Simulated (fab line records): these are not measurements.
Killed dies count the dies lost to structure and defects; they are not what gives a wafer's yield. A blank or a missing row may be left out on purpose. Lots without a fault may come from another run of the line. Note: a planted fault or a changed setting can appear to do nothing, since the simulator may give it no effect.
Lot-split experiment || flow n5-finfet || route with 1938 steps; 7 lots, 39 wafers read

== ON THE SPLIT ==
At N5_FIN_SAQP_HM_DEP_03 (deposits SiNx from SiH4/NH3/N2, target thk 38 nm, time 33.6 s), the setting time-s was moved away from the recipe's 33.6 s on 12 of the 39 wafers read, by -56.3% to +24.1%. For the rest of the wafers, this setting stayed at what the recipe calls for.

== FROM THE SPLIT TO THE READING: what the file shows between them, 4 steps ==
- N5_FIN_SAQP_THK_MEAS_05
- N5_FIN_SAQP_PECVD_47: deposits a-Si from SiH4/He, target thk 45 nm, time 36.3 s
- N5_FIN_SAQP_PECVD_48: deposits SiNx from SiH4/NH3/N2, target thk 25 nm, time 22.1 s
- N5_FIN_SAQP_MANDREL2_REMOVE_60: chemistry HBr/Cl2/O2, target a-Si, stops on SiNx, bt time 10 s

== THE READING ==
etch.depth-nm (the simulator's own value, which no gauge read), in nm, at N5_FIN_SAQP_HM_OPEN_33 (chemistry CH3F/O2, target SiNx, target depth 49.4 nm, time 70.6 s). There is no usual value for it anywhere in the file. Average 37.20 nm, standard deviation 0.65 nm, over the 27 wafers here run with the recipe.

{"wafer": "L075.1", "tool, chamber at the split": "pecvd-03, 2", "time-s as run, s": 33.6, "against the recipe": "recipe", "etch.depth-nm, nm": 36.76, "against lot-mates on the recipe": "-"}
{"wafer": "L075.2", "tool, chamber at the split": "pecvd-03, 0", "time-s as run, s": 24.48, "against the recipe": "-27.1%", "etch.depth-nm, nm": 27.08, "against lot-mates on the recipe": -10.51}
{"wafer": "L075.3", "tool, chamber at the split": "pecvd-03, 1", "time-s as run, s": 24.48, "against the recipe": "-27.1%", "etch.depth-nm, nm": 27.34, "against lot-mates on the recipe": -10.25}
{"wafer": "L075.4", "tool, chamber at the split": "pecvd-03, 1", "time-s as run, s": 33.6, "against the recipe": "recipe", "etch.depth-nm, nm": 38.12, "against lot-mates on the recipe": "-"}
{"wafer": "L075.5", "tool, chamber at the split": "pecvd-03, 0", "time-s as run, s": 33.6, "against the recipe": "recipe", "etch.depth-nm, nm": 37.89, "against lot-mates on the recipe": "-"}
{"wafer": "L075.6", "tool, chamber at the split": "pecvd-03, 2", "time-s as run, s": 24.48, "against the recipe": "-27.1%", "etch.depth-nm, nm": 27.1, "against lot-mates on the recipe": -10.49}
{"wafer": "L082.1", "tool, chamber at the split": "pecvd-04, 1", "time-s as run, s": 41.71, "against the recipe": "+24.1%", "etch.depth-nm, nm": 45.42, "against lot-mates on the recipe": "+8.69"}
{"wafer": "L082.2", "tool, chamber at the split": "pecvd-04, 0", "time-s as run, s": 33.6, "against the recipe": "recipe", "etch.depth-nm, nm": 36.17, "against lot-mates on the recipe": "-"}
{"wafer": "L082.3", "tool, chamber at the split": "pecvd-04, 0", "time-s as run, s": 41.71, "against the recipe": "+24.1%", "etch.depth-nm, nm": 45.75, "against lot-mates on the recipe": "+9.02"}
{"wafer": "L082.4", "tool, chamber at the split": "pecvd-04, 1", "time-s as run, s": 41.71, "against the recipe": "+24.1%", "etch.depth-nm, nm": 45.86, "against lot-mates on the recipe": "+9.13"}
{"wafer": "L082.5", "tool, chamber at the split": "pecvd-04, 1", "time-s as run, s": 33.6, "against the recipe": "recipe", "etch.depth-nm, nm": 37.15, "against lot-mates on the recipe": "-"}
{"wafer": "L082.6", "tool, chamber at the split": "pecvd-04, 0", "time-s as run, s": 33.6, "against the recipe": "recipe", "etch.depth-nm, nm": 36.86, "against lot-mates on the recipe": "-"}
{"wafer": "L084.1", "tool, chamber at the split": "pecvd-03, 2", "time-s as run, s": 33.6, "against the recipe": "recipe", "etch.depth-nm, nm": 36.56, "against lot-mates on the recipe": "-"}
{"wafer": "L084.2", "tool, chamber at the split": "pecvd-03, 0", "time-s as run, s": 14.68, "against the recipe": "-56.3%", "etch.depth-nm, nm": 15.89, "against lot-mates on the recipe": -21.78}
{"wafer": "L084.3", "tool, chamber at the split": "pecvd-03, 1", "time-s as run, s": 14.68, "against the recipe": "-56.3%", "etch.depth-nm, nm": 15.89, "against lot-mates on the recipe": -21.78}
{"wafer": "L084.4", "tool, chamber at the split": "pecvd-03, 1", "time-s as run, s": 33.6, "against the recipe": "recipe", "etch.depth-nm, nm": 38.57, "against lot-mates on the recipe": "-"}
{"wafer": "L084.5", "tool, chamber at the split": "pecvd-03, 2", "time-s as run, s": 14.68, "against the recipe": "-56.3%", "etch.depth-nm, nm": 16.03, "against lot-mates on the recipe": -21.64}
{"wafer": "L084.6", "tool, chamber at the split": "pecvd-03, 0", "time-s as run, s": 33.6, "against the recipe": "recipe", "etch.depth-nm, nm": 37.89, "against lot-mates on the recipe": "-"}
{"wafer": "L087.1", "tool, chamber at the split": "pecvd-04, 0", "time-s as run, s": 33.6, "against the recipe": "recipe", "etch.depth-nm, nm": 35.94, "against lot-mates on the recipe": "-"}
{"wafer": "L087.2", "tool, chamber at the split": "pecvd-04, 1", "time-s as run, s": 19.22, "against the recipe": "-42.8%", "etch.depth-nm, nm": 20.86, "against lot-mates on the recipe": -15.69}
{"wafer": "L087.3", "tool, chamber at the split": "pecvd-04, 1", "time-s as run, s": 19.22, "against the recipe": "-42.8%", "etch.depth-nm, nm": 21.1, "against lot-mates on the recipe": -15.45}
{"wafer": "L087.4", "tool, chamber at the split": "pecvd-04, 0", "time-s as run, s": 19.22, "against the recipe": "-42.8%", "etch.depth-nm, nm": 20.25, "against lot-mates on the recipe": -16.30}
{"wafer": "L087.5", "tool, chamber at the split": "pecvd-04, 0", "time-s as run, s": 33.6, "against the recipe": "recipe", "etch.depth-nm, nm": 36.54, "against lot-mates on the recipe": "-"}
{"wafer": "L087.6", "tool, chamber at the split": "pecvd-04, 1", "time-s as run, s": 33.6, "against the recipe": "recipe", "etch.depth-nm, nm": 37.17, "against lot-mates on the recipe": "-"}
{"wafer": "L091.1", "tool, chamber at the split": "pecvd-04, 0", "time-s as run, s": 33.6, "against the recipe": "recipe", "etch.depth-nm, nm": 36.06, "against lot-mates on the recipe": "-"}
{"wafer": "L091.2", "tool, chamber at the split": "pecvd-04, 1", "time-s as run, s": 33.6, "against the recipe": "recipe", "etch.depth-nm, nm": 36.69, "against lot-mates on the recipe": "-"}
{"wafer": "L091.3", "tool, chamber at the split": "pecvd-04, 1", "time-s as run, s": 33.6, "against the recipe": "recipe", "etch.depth-nm, nm": 37.63, "against lot-mates on the recipe": "-"}
{"wafer": "L091.4", "tool, chamber at the split": "pecvd-04, 0", "time-s as run, s": 33.6, "against the recipe": "recipe", "etch.depth-nm, nm": 36.96, "against lot-mates on the recipe": "-"}
{"wafer": "L091.5", "tool, chamber at the split": "pecvd-04, 1", "time-s as run, s": 33.6, "against the recipe": "recipe", "etch.depth-nm, nm": 37.46, "against lot-mates on the recipe": "-"}
{"wafer": "L091.6", "tool, chamber at the split": "pecvd-04, 0", "time-s as run, s": 33.6, "against the recipe": "recipe", "etch.depth-nm, nm": 36.77, "against lot-mates on the recipe": "-"}
{"wafer": "L094.3", "tool, chamber at the split": "pecvd-03, 2", "time-s as run, s": 33.6, "against the recipe": "recipe", "etch.depth-nm, nm": 37, "against lot-mates on the recipe": "-"}
{"wafer": "L094.4", "tool, chamber at the split": "pecvd-03, 0", "time-s as run, s": 33.6, "against the recipe": "recipe", "etch.depth-nm, nm": 37.92, "against lot-mates on the recipe": "-"}
{"wafer": "L094.5", "tool, chamber at the split": "pecvd-03, 2", "time-s as run, s": 33.6, "against the recipe": "recipe", "etch.depth-nm, nm": 37.61, "against lot-mates on the recipe": "-"}
{"wafer": "L096.1", "tool, chamber at the split": "pecvd-03, 2", "time-s as run, s": 33.6, "against the recipe": "recipe", "etch.depth-nm, nm": 36.83, "against lot-mates on the recipe": "-"}
{"wafer": "L096.2", "tool, chamber at the split": "pecvd-03, 1", "time-s as run, s": 33.6, "against the recipe": "recipe", "etch.depth-nm, nm": 37.21, "against lot-mates on the recipe": "-"}
{"wafer": "L096.3", "tool, chamber at the split": "pecvd-03, 0", "time-s as run, s": 33.6, "against the recipe": "recipe", "etch.depth-nm, nm": 37.55, "against lot-mates on the recipe": "-"}
{"wafer": "L096.4", "tool, chamber at the split": "pecvd-03, 2", "time-s as run, s": 33.6, "against the recipe": "recipe", "etch.depth-nm, nm": 37.44, "against lot-mates on the recipe": "-"}
{"wafer": "L096.5", "tool, chamber at the split": "pecvd-03, 1", "time-s as run, s": 33.6, "against the recipe": "recipe", "etch.depth-nm, nm": 37.68, "against lot-mates on the recipe": "-"}
{"wafer": "L096.6", "tool, chamber at the split": "pecvd-03, 0", "time-s as run, s": 33.6, "against the recipe": "recipe", "etch.depth-nm, nm": 38.03, "against lot-mates on the recipe": "-"}

THE FIT
A straight line over all 39 wafers: etch.depth-nm changes by +0.375 nm for each +1% of time-s; r = +1.00; the points scatter about the line by 0.6 nm.
The same after taking each lot's own level away (the mean of its wafers on the recipe; 39 wafers): +0.379 nm for each +1%; r = +1.00; scatter 0.49 nm.
According to that fit, moving time-s by its largest amount changes the reading by 21 nm.
The lots' own levels span 36.550 to 37.673 nm, that is 1.7 times the standard deviation above.
Hence the lot-to-lot level has little effect on the slope; both slopes agree.
Check: with one of the wafers moved furthest among these (-56.3%) left out of the fit, the line predicts -21.3 nm for it against its lot-mates. Against them it came out at -21.8 nm.

== THE WHOLE CHAIN: every reading that the file lists as answering this split, in the file's order ==
{"step": "N5_FIN_SAQP_HM_DEP_03", "what it does": "deposits SiNx from SiH4/NH3/N2, target thk 38 nm, time 33.6 s", "reading": "SiNx_of_FIN_SAQP_HM_DEP_03.thk-nm (the simulator's own value, which no gauge read)", "change (the file's fit)": "+0.38 nm for each +1% of the setting", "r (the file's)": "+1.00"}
{"step": "N5_FIN_SAQP_THK_MEAS_05", "what it does": "", "reading": "thk-nm", "change (the file's fit)": "withheld for each +1% of the setting", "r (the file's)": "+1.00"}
{"step": "N5_FIN_SAQP_HM_OPEN_33", "what it does": "chemistry CH3F/O2, target SiNx, target depth 49.4 nm, time 70.6 s", "reading": "etch-rf-on-time-s", "change (the file's fit)": "withheld for each +1% of the setting", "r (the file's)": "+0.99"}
{"step": "N5_FIN_SAQP_HM_OPEN_33", "what it does": "chemistry CH3F/O2, target SiNx, target depth 49.4 nm, time 70.6 s", "reading": "etch.depth-nm (the simulator's own value, which no gauge read)", "change (the file's fit)": "+0.38 nm for each +1% of the setting", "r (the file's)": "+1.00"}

== THE FILE'S OWN FIT ==
etch.depth-nm changes by +0.38 nm for each +1% of time-s, r = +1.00.
